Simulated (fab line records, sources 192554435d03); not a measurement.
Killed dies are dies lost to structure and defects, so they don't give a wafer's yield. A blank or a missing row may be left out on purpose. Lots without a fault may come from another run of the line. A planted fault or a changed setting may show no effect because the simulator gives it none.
Chamber matching | flow n5_finfet | N5_BEOL_M10_DESCUM_33 on rie_diel-05: 4 sister chambers
The step chemistry O2, time 7.9 s. 4 wafers are shown with their chamber, then 7 later ones without.

WAFERS WITH THEIR CHAMBER
wafer  | chamber | showerhead_plenum_p_Torr (Torr)
L084.4 | 0       | 2.01
L088.5 | 1       | 2.21
L091.1 | 2       | 2.14
L091.5 | 3       | 2.11

WAFERS WITHOUT THEIR CHAMBER
wafer  | showerhead_plenum_p_Torr (Torr)
L091.6 | 2.14
L093.2 | 2.13
L093.4 | 2.21
L093.6 | 2.11
L095.1 | 2.21
L095.4 | 2.01
L095.6 | 2.11

WHICH CHAMBER EACH WENT THROUGH
wafer  | from the rows above | in truth
L091.6 | 2                   | 2
L093.2 | 2                   | 2
L093.4 | 1                   | 1
L093.6 | 3                   | 3
L095.1 | 1                   | 1
L095.4 | 0                   | 0
L095.6 | 3                   | 3
Placed correctly: 7 of 7. Can't be placed from these rows: 0. Placed wrongly: 0.
How it was worked out, from the rows above alone: a wafer's distance from a chamber is the root of the sum, over the readings, of the square of ((its reading less the chamber's mean) divided by the reading's scatter). The wafer belongs to the nearest chamber; if the next one is less than 2 further off, it can't be placed. A chamber's mean is the mean of its shown wafers. The scatter: with one shown wafer a chamber, the root of the mean of the squares of how far each hidden wafer lies from its nearest shown one.
